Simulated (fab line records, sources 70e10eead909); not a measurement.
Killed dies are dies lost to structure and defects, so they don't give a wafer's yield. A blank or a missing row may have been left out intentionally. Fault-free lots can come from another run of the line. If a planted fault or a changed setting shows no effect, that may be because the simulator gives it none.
fab line records	flow nand_harc
record: lots: 13	wafers: 38	last_day: 24
route steps=1159 shown P_BONDPAD@378 THIN_TSV@1125 END@1159
lots that met no fault: taken from a fault-free run of the same line
start_h: start of the lot's first displayed wafer, in hours after the record's first day	wait_h: hours elapsed since this lot's preceding step	" identical to the entry in the row above	L1.1+2: a row that stands for several wafers	- no value, or no start was given	* or withheld: withheld	< > ~ a bound
route shown NAME@n: a module of which the file shows steps, and the number in the route of the first	usual: mean and standard deviation over wafers with no fault	same: alike in all rows	chamber/n: place in a boat	sites: each site's reading	_std_site: how widely they spread, as a standard deviation	_edge_site: outer sites' mean less inner sites'	radius_mm: how far each site lies from the wafer's centre	mask NAME#n: copy n	behind: the most recent tool/chamber to have shaped the wafer	hold: cause of the lot's hold/its duration in hours/its outcome	device: which transistor (n, p or np) failed to switch	end of line: tests run on the same wafers once the route is complete	where a step has no rows: the recipe by itself	killed: not the wafer's yield, but the dies lost to structure and defects at the first sort	map: the dies of a wafer, with x for killed, . for not killed, _ for no die there
set.NAME: the setting that was run; set.NAME@STEP: the one run at that earlier step	model.NAME: the simulator's own value behind a step, which no gauge read
one table for each step of the route and one row for each wafer, over a sample of lots
services: from which hour (start_h, from the record's first day; less than 0 if before it) a tool's chamber was out of use, for how many hours, and why
== steps ==
step: NHARC_P_BONDPAD_ECD_18
recipe: target_thk_a: 4000	bath_temp_c: 25	material: Cu
usual: bath_heat_duty_pct: 6.0/1
lot.wafer	tool	chamber	start_h	wait_h	bath_heat_duty_pct
L372.1	ecd_cu-01	0	140.51	-	5.9
L372.2	"	1	"	"	7.2
L372.5	"	0	"	"	6.6
L373.1	ecd_cu-01	0	141.91	-	7.4
L373.4	"	1	"	"	6.6
L373.5	"	0	"	"	5.4
L374.1	ecd_cu-01	0	144.76	-	6.5
L374.4	"	0	"	"	5.4
L374.6	"	1	"	"	7.2
L375.2	ecd_cu-02	1	145.89	-	5.7
L375.4	"	0	"	"	5.0
L375.6	"	1	"	"	6.9
L378.3	ecd_cu-01	1	165.47	-	8.5
L378.4	"	0	"	"	6.2
L378.5	"	0	"	"	7.6
L377.2	ecd_cu-01	1	168.66	-	8.5
L377.6	"	1	"	"	7.0
L377.5	"	0	"	"	6.0
L381.1	ecd_cu-02	0	189.81	-	5.5
L381.2	"	1	"	"	5.5
L381.3	"	0	"	"	5.1
L382.1	ecd_cu-02	1	191.60	-	5.7
L382.3	"	0	"	"	5.1
L382.4	"	1	"	"	5.6
L383.4	ecd_cu-02	0	211.97	-	4.3
L383.5	"	0	"	"	5.3
L383.6	"	1	"	"	6.0
L384.1	ecd_cu-01	0	212.47	-	6.9
L384.2	"	1	"	"	7.0
L384.3	"	1	"	"	7.0
L387.1	ecd_cu-01	1	228.50	-	6.9
L387.3	"	0	"	"	6.9
L389.1	ecd_cu-01	1	229.01	-	7.2
L389.3	"	0	"	"	6.5
L389.5	"	0	"	"	6.4
L395.1	ecd_cu-02	1	274.70	-	4.8
L395.4	"	0	"	"	5.2
L395.5	"	1	"	"	4.6
step: NHARC_THIN_TSV_ETCHBACK_48
recipe: target_depth_a: 10285	over_etch_frac: 0.3	time_s: 405.17	ion_energy_ev: 250	c4f8_flow_sccm: withheld	ar_flow_sccm: withheld	rf_w: 600	bias_w: 300	chemistry: C4F8/Ar
usual: oes_product_au: 0.95/0.032	rf_vpp_V: 547/3.4
lot.wafer	tool	chamber	start_h	wait_h	oes_product_au	rf_hours_counter_h	rf_vpp_V
L372.2	rie_diel-08	3	427.76	-	0.93	13	544
L372.1	"	1	"	"	0.94	13	547
L372.5	"	2	"	"	0.93	-	548
L373.4	rie_diel-05	2	428.90	-	0.93	5	543
L373.1	"	3	"	"	0.92	5	549
L373.5	"	2	"	"	0.93	-	543
L375.4	rie_diel-06	0	437.02	-	0.95	1	550
L375.2	"	1	"	"	0.97	1	547
L375.6	"	3	"	"	0.98	-	545
L377.2	rie_diel-05	0	444.62	-	0.99	6	552
L377.6	"	0	"	"	0.99	-	552
L377.5	"	1	"	"	1.00	-	544
L374.4	rie_diel-05	2	449.70	-	0.93	7	543
L374.1	"	3	"	"	0.93	7	548
L374.6	"	0	"	"	0.94	-	552
L378.4	rie_diel-05	0	450.99	-	0.93	7	552
L378.3	"	2	"	"	0.93	7	544
L378.5	"	1	"	"	0.93	-	544
L382.4	rie_diel-05	2	477.50	0.3	0.97	8	542
L382.3	"	3	"	"	0.96	8	547
L382.1	"	0	"	"	0.96	9	551
L381.2	rie_diel-08	1	488.93	-	1.00	0	547
L381.3	"	2	"	"	0.99	0	547
L381.1	"	3	"	"	1.01	0	543
L384.2	rie_diel-06	2	500.90	-	0.92	5	549
L384.3	"	3	"	"	0.92	6	542
L384.1	"	0	"	"	0.91	6	550
L383.4	rie_diel-05	1	502.01	-	0.93	12	544
L383.6	"	1	"	"	0.92	-	542
L383.5	"	2	"	"	0.92	-	544
L389.3	rie_diel-06	3	521.64	-	0.97	8	545
L389.5	"	3	"	"	0.97	-	543
L387.3	rie_diel-06	1	524.13	-	0.94	8	547
L395.4	rie_diel-05	2	567.62	-	1.00	1	542
L395.1	"	0	"	"	1.01	2	553
L395.5	"	1	"	"	1.01	-	543
step: NHARC_THIN_TSV_CD_MEAS_33
recipe: target_cd_nm: 5000	landing_energy_ev: 500
usual: cd_nm: 5000.3/1.4
lot.wafer	tool	chamber	start_h	wait_h	cd_nm
L372.1	cd_sem-02	0	431.42	-	5002.4
L372.2	"	0	"	"	4999.6
L372.5	"	0	"	"	5000.9
L373.1	cd_sem-02	0	432.58	-	5002.4
L373.4	"	0	"	"	5002.3
L373.5	"	0	"	"	5000.5
L375.2	cd_sem-02	0	440.77	-	5000.1
L375.4	"	0	"	"	5001.0
L375.6	"	0	"	"	5001.1
L377.2	cd_sem-01	0	448.67	-	4999.7
L377.5	"	0	"	"	5002.2
L377.6	"	0	"	"	4999.6
L374.1	cd_sem-01	0	454.33	-	4999.3
L374.4	"	0	"	"	5001.2
L374.6	"	0	"	"	5001.2
L378.3	cd_sem-03	0	455.56	-	5002.0
L378.4	"	0	"	"	5001.1
L378.5	"	0	"	"	5000.2
L382.1	cd_sem-01	0	481.15	-	5002.5
L382.3	"	0	"	"	5000.8
L382.4	"	0	"	"	5001.0
L381.1	cd_sem-02	0	492.58	-	4998.3
L381.2	"	0	"	"	4997.6
L381.3	"	0	"	"	5000.5
L384.1	cd_sem-03	0	504.74	-	5000.0
L384.2	"	0	"	"	4999.0
L384.3	"	0	"	"	5000.6
L383.4	cd_sem-03	0	505.72	-	5001.2
L383.5	"	0	"	"	4998.9
L383.6	"	0	"	"	5000.7
L389.3	cd_sem-01	0	525.15	-	4999.6
L389.5	"	0	"	"	5000.9
L387.3	cd_sem-03	0	527.75	-	4999.5
L395.1	cd_sem-02	0	571.51	-	5002.1
L395.4	"	0	"	"	4999.6
L395.5	"	0	"	"	5001.5
step: NHARC_THIN_TSV_CD_MEAS_37
usual: cd_nm: 5000.8/2.1
lot.wafer	tool	chamber	start_h	wait_h	cd_nm
L372.1	cd_sem-03	-	432.85	-	5001.5
L372.2	"	-	"	"	4999.6
L372.5	"	-	"	"	5003.8
L373.1	cd_sem-03	-	434.22	-	5001.1
L373.4	"	-	"	"	5002.4
L373.5	"	-	"	"	5001.0
L375.2	cd_sem-03	-	442.23	-	5001.5
L375.4	"	-	"	"	5002.2
L375.6	"	-	"	"	5003.0
L377.2	cd_sem-03	-	450.86	-	5000.1
L377.5	"	-	"	"	5001.1
L377.6	"	-	"	"	5002.0
L374.1	cd_sem-01	-	464.80	-	4998.7
L374.4	"	-	"	"	5002.7
L374.6	"	-	"	"	4999.5
L378.3	cd_sem-02	-	465.07	-	4999.9
L378.4	"	-	"	"	5002.4
L378.5	"	-	"	"	5000.8
L382.1	cd_sem-02	-	482.60	-	5003.2
L382.3	"	-	"	"	4999.0
L382.4	"	-	"	"	4998.5
L381.1	cd_sem-01	-	494.03	-	4999.4
L381.2	"	-	"	"	4999.3
L381.3	"	-	"	"	5001.7
L384.1	cd_sem-02	-	506.20	-	4999.6
L384.2	"	-	"	"	5000.9
L384.3	"	-	"	"	5001.1
L383.4	cd_sem-02	-	507.22	-	5001.9
L383.5	"	-	"	"	5002.4
L383.6	"	-	"	"	5002.1
L389.3	cd_sem-01	-	526.60	-	5001.0
L389.5	"	-	"	"	5005.4
L387.3	cd_sem-01	-	529.19	-	5000.8
L395.1	cd_sem-01	-	573.24	-	5004.8
L395.4	"	-	"	"	4998.1
L395.5	"	-	"	"	5004.3
step: NHARC_END_SORT_01
recipe: temp_c: 25
usual: defect_limited_yield: 95.6/1.3	killed_at_array: 26/8.6	killed_at_other: 0.7/0.97	killed_at_periphery: 3.2/2.2	killed_dies: 30/8.9	killed_open: 3.1/1.8	killed_short: 2.2/1.8	sort_bin_2_pct: 1.4/0.58	sort_bin_3_pct: 0.24/0.18	sort_bin_4_pct: 2.8/0.9	sort_n_pass: 647/8.9	sort_rim_yield_pct: 95.5/2.5	sort_yield_pct: 95.6/1.3
same: gross_dies: 677	sort_bin_5_pct[%]: 0	sort_bin_6_pct[%]: 0	sort_bin_7_pct[%]: 0	sort_bin_8_pct[%]: 0	sort_rim_n_gross: 106.00
lot.wafer	tool	chamber	start_h	wait_h	defect_limited_yield[%]	killed_at_array	killed_at_other	killed_at_periphery	killed_dies	killed_open	killed_short	sort_bin_2_pct[%]	sort_bin_3_pct[%]	sort_bin_4_pct[%]	sort_n_pass	sort_rim_yield_pct[%]	sort_yield_pct[%]
L373.1	prober-02	0	442.44	2.5	95.3	25	2	5	32	5	2	0.9	0.44	3.4	645	99.1	95.3
L373.4	prober-02	0	444.85	3.4	95.7	24	0	5	29	7	4	1.2	0.15	3.0	648	95.3	95.7
L373.5	prober-02	0	445.65	3.7	96.0	22	1	4	27	5	4	1.2	0.15	2.7	650	98.1	96.0
L384.1	prober-01	0	512.19	2.5	94.8	31	2	2	35	5	1	2.5	0	2.7	642	94.3	94.8
L384.2	prober-01	0	513.00	2.8	94.5	33	1	3	37	1	2	2.2	0.15	3.1	640	97.2	94.5
L384.3	prober-01	0	513.81	3.1	94.7	28	1	7	36	3	4	1.5	0.15	3.7	641	95.3	94.7
L383.4	prober-02	0	522.30	3.4	96.5	22	0	2	24	4	0	0.9	0.30	2.4	653	96.2	96.5
L383.5	prober-02	0	523.12	3.7	96.2	22	1	3	26	3	0	1.8	0.30	1.8	651	93.4	96.2
L383.6	prober-02	0	523.93	4.1	95.3	26	1	5	32	1	1	1.8	0.15	2.8	645	98.1	95.3
L387.1	prober-01	0	540.50	2.5	1.2	29	0	640	669	7	0	95.6	0.15	3.1	8	2.8	1.2
L387.3	prober-01	0	542.09	3.1	95.9	25	0	3	28	3	1	1.2	0.15	2.8	649	95.3	95.9
L389.1	prober-02	0	540.52	2.5	0.9	30	1	640	671	4	0	95.9	0	3.2	6	5.7	0.9
L389.3	prober-02	0	542.15	3.1	94.5	35	0	2	37	2	5	1.5	0.30	3.7	640	92.5	94.5
L389.5	prober-02	0	543.78	3.8	96.2	25	0	1	26	0	1	1.3	0.15	2.4	651	96.2	96.2
killed by level:class
L373.1 A_SLIT:chamber_film_flake=7 A_CHANNEL_FILL_D1:chamber_film_flake=4 A_CHANNEL_HOLE_D1:chamber_film_flake=3 A_CONTACT:chamber_film_flake=3 A_CHANNEL_FILL_D1:geometric_particle:open=2 P_ZERO_WELL:chamber_film_flake=2 A_BONDPAD:chamber_film_flake=2 THIN_TSV:chamber_film_flake=2
L373.4 A_SLIT:chamber_film_flake=5 A_STAIRCASE:chamber_film_flake=4 P_M0:geometric_particle:open=2 A_WL_FILL:geometric_particle:short=2 A_CONTACT:geometric_particle:open=2 P_GATE:chamber_film_flake=2 A_ZERO_WELL:chamber_film_flake=2 A_CHANNEL_HOLE_D1:chamber_film_flake=2
L373.5 A_SLIT:chamber_film_flake=8 A_STAIRCASE:chamber_film_flake=3 P_ZERO_WELL:chamber_film_flake=2 A_CHANNEL_FILL_D1:chamber_film_flake=2 P_GATE:geometric_particle:open=1 P_CONTACT:geometric_particle:open=1 A_ONON_D1:geometric_particle:short=1 A_CHANNEL_HOLE_D1:geometric_particle:short=1
L384.1 A_SLIT:chamber_film_flake=13 A_CONTACT:chamber_film_flake=6 A_STAIRCASE:chamber_film_flake=4 P_ZERO_WELL:chamber_film_flake=2 A_CHANNEL_HOLE_D1:chamber_film_flake=2 A_SGD_CUT:geometric_particle:open=1 A_WL_FILL:geometric_particle:open=1 A_WL_FILL:geometric_particle:short=1
L384.2 A_SLIT:chamber_film_flake=21 A_STAIRCASE:chamber_film_flake=6 A_CHANNEL_HOLE_D1:chamber_film_flake=2 A_CONTACT:chamber_film_flake=2 P_M0:geometric_particle:short=1 P_M0:geometric_particle:open=1 A_CHANNEL_HOLE_D1:geometric_particle:short=1 P_ZERO_WELL:chamber_film_flake=1
L384.3 A_SLIT:chamber_film_flake=12 A_STAIRCASE:chamber_film_flake=6 A_CHANNEL_HOLE_D1:chamber_film_flake=4 P_ZERO_WELL:chamber_film_flake=3 A_CHANNEL_FILL_D1:geometric_particle:short=2 P_STI:geometric_particle:short=1 P_STI:geometric_particle:open=1 P_M2:geometric_particle:open=1
L383.4 A_CHANNEL_HOLE_D1:chamber_film_flake=15 A_STAIRCASE:chamber_film_flake=3 A_CHANNEL_HOLE_D1:geometric_particle:open=2 P_STI:geometric_particle:open=1 A_CONTACT:geometric_particle:open=1 P_GATE:chamber_film_flake=1 A_WL_FILL:chamber_film_flake=1
L383.5 A_CHANNEL_HOLE_D1:chamber_film_flake=14 A_CONTACT:chamber_film_flake=4 A_STAIRCASE:chamber_film_flake=3 P_GATE:geometric_particle:open=1 P_CONTACT:geometric_particle:open=1 A_CHANNEL_HOLE_D1:geometric_particle:open=1 P_ZERO_WELL:chamber_film_flake=1 THIN_TSV:chamber_film_flake=1
L383.6 A_CHANNEL_HOLE_D1:chamber_film_flake=15 A_STAIRCASE:chamber_film_flake=4 A_CONTACT:chamber_film_flake=4 P_M1:chamber_film_flake=3 A_SGD_CUT:geometric_particle:short=1 A_CONTACT:geometric_particle:open=1 P_STI:chamber_film_flake=1 P_GATE:chamber_film_flake=1
L387.1 P_BONDPAD:area_ecd=636 A_CHANNEL_HOLE_D1:chamber_film_flake=23 A_CONTACT:geometric_particle:open=3 P_GATE:geometric_particle:open=1 P_M0:geometric_particle:open=1 P_M1:geometric_particle:open=1 A_CHANNEL_FILL_D1:geometric_particle:open=1 P_GATE:chamber_film_flake=1
L389.1 P_BONDPAD:area_ecd=639 A_SLIT:chamber_film_flake=14 A_CHANNEL_HOLE_D1:chamber_film_flake=7 A_CONTACT:chamber_film_flake=4 A_STAIRCASE:chamber_film_flake=2 P_CONTACT:geometric_particle:open=1 A_SOURCE_PLATE:geometric_particle:open=1 A_CHANNEL_FILL_D1:geometric_particle:open=1
L387.3 A_CHANNEL_HOLE_D1:chamber_film_flake=19 A_CONTACT:chamber_film_flake=4 P_ZERO_WELL:geometric_particle:open=1 P_GATE:geometric_particle:open=1 P_CONTACT:geometric_particle:open=1 A_WL_FILL:geometric_particle:short=1 A_STAIRCASE:chamber_film_flake=1
L389.3 A_SLIT:chamber_film_flake=17 A_CHANNEL_HOLE_D1:chamber_film_flake=6 A_CONTACT:chamber_film_flake=3 A_WL_FILL:geometric_particle:short=2 A_M0:geometric_particle:short=2 A_STAIRCASE:chamber_film_flake=2 P_M1:geometric_particle:short=1 A_SGD_CUT:geometric_particle:open=1
L389.5 A_SLIT:chamber_film_flake=12 A_CHANNEL_HOLE_D1:chamber_film_flake=6 A_STAIRCASE:chamber_film_flake=3 A_CONTACT:chamber_film_flake=2 A_WL_FILL:geometric_particle:short=1 P_M1:chamber_film_flake=1 A_BLC:chamber_film_flake=1
== services ==
tool	chamber	start_h	hours	kind
rie_diel-05	2	139.94	7.5	repair
rie_diel-05	-	163.60	9.0	pm
ecd_cu-02	-	164.05	1.7	repair
rie_diel-06	3	170.80	5.3	repair
ecd_cu-02	-	180.42	8.0	pm
ecd_cu-02	-	228.47	1.0	repair
ecd_cu-01	-	233.14	1.6	repair
rie_diel-06	-	241.20	9.0	pm
rie_diel-05	-	270.63	0.3	repair
ecd_cu-01	-	272.00	8.0	pm
rie_diel-06	-	277.03	1.1	repair
ecd_cu-01	-	281.84	0.4	repair
rie_diel-05	3	325.31	9.6	repair
rie_diel-05	2	331.00	4.3	repair
rie_diel-05	-	340.60	9.0	pm
ecd_cu-02	-	356.62	8.0	pm
ecd_cu-01	-	412.82	0.4	repair
ecd_cu-01	-	448.14	8.0	pm
ecd_cu-02	-	487.22	1.4	repair
rie_diel-05	2	511.64	5.6	repair
rie_diel-05	-	517.60	9.0	pm
rie_diel-05	-	532.17	21.3	repair
ecd_cu-02	-	532.62	8.0	pm
ecd_cu-02	-	562.29	0.5	repair
== key ==
first_sign: step: NHARC_END_SORT_01	reading: killed_at_periphery	direction: up	sigmas: 99+	usual: 3.2	struck: 640
effect: step: NHARC_END_SORT_01	reading: sort_bin_2_pct	direction: up	sigmas: 99+	usual: 1.4	struck: 95.7
more_kills_born_at: NHARC_P_BONDPAD_ECD_18@ecd_cu-01: 1275
met_at NHARC_P_BONDPAD_ECD_18
struck_lots L387,L389
struck_wafers L387.1,L389.1
later_rows_left_out L387.1,L389.1
not_acting_at NHARC_THIN_TSV_ETCHBACK_48,NHARC_THIN_TSV_CD_MEAS_33,NHARC_THIN_TSV_CD_MEAS_37
onset_between 212.47 228.50
fault: kind: process_parameter_drift	tool: ecd_cu-01	chamber: -	onset_h: 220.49	steps: NHARC_P_BONDPAD_ECD_18	channel: target_thk_a	offset: *	shape: step	end_h: 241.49	scope: struck_wafers_only	acts_in: *	stated: *
later_rows_left_out: the simulator's readings of these wafers behind a module that went badly wrong aren't trusted and aren't shown, but for the sort
